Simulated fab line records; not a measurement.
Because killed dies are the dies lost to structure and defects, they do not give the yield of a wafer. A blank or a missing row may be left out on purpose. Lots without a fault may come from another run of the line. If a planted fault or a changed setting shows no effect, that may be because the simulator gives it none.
Struck lot and sound lot, side by side + flow n5 finfet + 15 out of 1938 route steps
Sound: wafers L480.2, L480.4, L480.6. Wafers struck: L489.2, L489.4, L489.5. Last of all comes the cause.
At each step with rows: each side's tool, then ch and its chambers, then its first start. Under that, the readings that differ: sound wafers + struck wafers + difference of the means + sigmas: that difference in standard deviations of wafers without a fault.
alike: readings whose means differ by less than 2 such deviations, and words and numbers that are the same on both sides. not compared: withheld readings, readings that some wafer has no value for, bounds like >300 that may hide the same value, and numbers for which the record gives no deviation and whose values overlap.
A row with sigmas, a row that says differs or no value, or rows on one side alone: a step with any of these is where the two part. Non-overlapping numbers with no deviation appear without sigmas and do not part them. A reading missing from all wafers of one side parts the sides only when that side holds two or more wafers.

N5_MOL_CONTACT_COAG_ETCH_15: etches SiNx in CH3F/O2, stops on Si:P, target depth 7 nm.
  sound on rie diel-03 ch 0,2,3, day 5 05:25; struck on rie diel-06 ch 0,1, day 7 15:43
  alike: drypump motor current A, mfc ar sccm, oes product au, rf vpp V, showerhead plenum p Torr, throttle valve pct
  not compared: rf hours counter h
then, 2 steps without rows for these wafers: N5_MOL_CONTACT_COAG_ETCH_110 (etches Si in CF4/O2, target depth 2.5 nm, time 8 s); N5_MOL_CONTACT_COAG_STRIP_98 (strips in N2/H2).
N5_MOL_CONTACT_COAG_CD_MEAS_99 targets a cd of 17.2 nm.
  struck on cd sem-03, day 7 15:54; sound on cd sem-01, day 5 05:36
  alike: cd nm
then, 2 steps without rows for these wafers: N5_MOL_CONTACT_COAG_IMPLANT_129; N5_MOL_CONTACT_COAG_PRECLEAN_111 (cleans in NF3:NH3, afs cycles 1, time 20 s, sublimation time 60 s).
N5_MOL_CONTACT_COAG_TI_SIL_19: material Ti, target thk 4.2 nm, time 15 s.
  struck on pvd sputter-03, day 7 17:13; sound on pvd sputter-03, day 5 06:31
  alike: chamber pressure pa, throttle valve pct
then, 1 step without rows for these wafers: N5_MOL_CONTACT_COAG_ALD_20 (deposits TiN, target thk 1.5 nm, pulse time 1 s, purge time 3 s).
N5_MOL_CONTACT_COAG_SIL_ANNEAL_21: time 60 s.
  sound on rtp anneal-01 ch 0, day 5 07:02; struck on rtp anneal-01 ch 0, day 7 17:57
  alike: lamp power pct, lamp_zone_1_pct, wafer_temp_C_max
then, 1 step without rows for these wafers: N5_MOL_CONTACT_COAG_PRE_CLEAN_141 (time 60 s).
N5_MOL_CONTACT_COAG_SPUTTER_143: material Co, target thk 2.5 nm.
  struck on pvd sputter-03, day 7 18:12; sound on pvd sputter-03, day 5 07:32
| reading                  | sound                | struck               | difference | sigmas |
|--------------------------|----------------------|----------------------|------------|--------|
| chamber pressure pa (Pa) | 0.2000 0.2010 0.2003 | 0.1997 0.2000 0.1990 | -0.0009    | -2     |
  alike: throttle valve pct
then, 1 step without rows for these wafers: N5_MOL_CONTACT_COAG_CO_FILL_22 (material Co, precursor CCTBA/H2, target thk 20 nm).
N5_MOL_CONTACT_COAG_ANNEAL_113: time 300 s.
  struck on rtp anneal-01, day 7 19:05; sound on rtp anneal-02 ch 0, day 5 08:29
  no value came back on the struck wafers for anneal temp c (C), anneal temp c max, lamp power pct (%), wafer_temp_C_max; on the sound wafers anneal temp c (C) reads 399.99 399.56 399.83
N5_MOL_CONTACT_COAG_PRE_CLEAN_142: time 60 s.
  struck on pvd sputter-01, day 7 20:58; sound on pvd sputter-02, day 5 09:16
  alike: heater power w
-- here the record skips 7 days between the struck wafers' starts before and after, leaving off in module MOL_CONTACT_COAG and picking up in module PASSIVATION (first step shown: number 1936 of the route) --
N5_PASSIVATION_PROBE_49:
  only the struck wafers here have rows in the record (prober-01, day 15 01:28); the sound ones have none

## WHERE THEY PART
At N5_MOL_CONTACT_COAG_SPUTTER_143 first; at N5_PASSIVATION_PROBE_49 last (within this record only).

WHY: the cause the simulator had injected
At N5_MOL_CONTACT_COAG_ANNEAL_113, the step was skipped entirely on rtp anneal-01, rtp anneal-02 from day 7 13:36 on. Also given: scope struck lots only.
